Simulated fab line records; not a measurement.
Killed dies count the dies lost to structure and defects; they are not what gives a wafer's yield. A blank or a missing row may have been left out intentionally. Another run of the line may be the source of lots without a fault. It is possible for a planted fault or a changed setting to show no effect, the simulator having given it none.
Matching of chambers || flow n5Finfet || 4 sister chambers for N5_MOL_CONTACT_COAG_ETCH_105 on rieDiel-06
The step etches SiARC in CF4, target depth 15.6 nm, time 26 s. 8 wafers are shown with their chamber, then 8 later ones without.

## WAFERS, EACH WITH ITS CHAMBER
{"wafer": "L084.1", "chamber": 1, "showerheadPlenumPTorr (Torr)": 2.13, "throttleValvePct (%)": 16.00}
{"wafer": "L088.1", "chamber": 2, "showerheadPlenumPTorr (Torr)": 2.04, "throttleValvePct (%)": 15.69}
{"wafer": "L088.5", "chamber": 0, "showerheadPlenumPTorr (Torr)": 2.22, "throttleValvePct (%)": 15.56}
{"wafer": "L088.6", "chamber": 1, "showerheadPlenumPTorr (Torr)": 2.13, "throttleValvePct (%)": 16.01}
{"wafer": "L091.4", "chamber": 2, "showerheadPlenumPTorr (Torr)": 2.03, "throttleValvePct (%)": 15.68}
{"wafer": "L091.5", "chamber": 0, "showerheadPlenumPTorr (Torr)": 2.22, "throttleValvePct (%)": 15.60}
{"wafer": "L091.6", "chamber": 3, "showerheadPlenumPTorr (Torr)": 2.24, "throttleValvePct (%)": 15.71}
{"wafer": "L093.1", "chamber": 3, "showerheadPlenumPTorr (Torr)": 2.24, "throttleValvePct (%)": 15.73}

## WAFERS WITHOUT THEIR CHAMBER
{"wafer": "L093.3", "showerheadPlenumPTorr (Torr)": 2.22, "throttleValvePct (%)": 15.60}
{"wafer": "L093.4", "showerheadPlenumPTorr (Torr)": 2.03, "throttleValvePct (%)": 15.70}
{"wafer": "L095.2", "showerheadPlenumPTorr (Torr)": 2.24, "throttleValvePct (%)": 15.75}
{"wafer": "L095.4", "showerheadPlenumPTorr (Torr)": 2.24, "throttleValvePct (%)": 15.74}
{"wafer": "L095.5", "showerheadPlenumPTorr (Torr)": 2.03, "throttleValvePct (%)": 15.72}
{"wafer": "L097.1", "showerheadPlenumPTorr (Torr)": 2.22, "throttleValvePct (%)": 15.61}
{"wafer": "L097.4", "showerheadPlenumPTorr (Torr)": 2.21, "throttleValvePct (%)": 15.61}
{"wafer": "L097.6", "showerheadPlenumPTorr (Torr)": 2.03, "throttleValvePct (%)": 15.71}

## EACH ONE'S CHAMBER
{"wafer": "L093.3", "from the rows above": 0, "in truth": 0}
{"wafer": "L093.4", "from the rows above": 2, "in truth": 2}
{"wafer": "L095.2", "from the rows above": 3, "in truth": 3}
{"wafer": "L095.4", "from the rows above": 3, "in truth": 3}
{"wafer": "L095.5", "from the rows above": 2, "in truth": 2}
{"wafer": "L097.1", "from the rows above": 0, "in truth": 0}
{"wafer": "L097.4", "from the rows above": 0, "in truth": 0}
{"wafer": "L097.6", "from the rows above": 2, "in truth": 2}
Correct placement for 8 of the 8. Can't be placed from these rows: 0. Placed wrongly: 0.
How it was worked out, from the rows above alone: a wafer's distance from a chamber is the root of the sum, over the readings, of the square of ((its reading less the chamber's mean) divided by the reading's scatter). If the next closest chamber is less than 2 further off than the closest, the wafer can't be placed; otherwise it belongs to the closest. For every chamber, the mean is computed from those of its wafers that are shown. The scatter: the root of (the sum of the squares of (reading less its chamber's mean) over the shown wafers, divided by (wafers less chambers)).
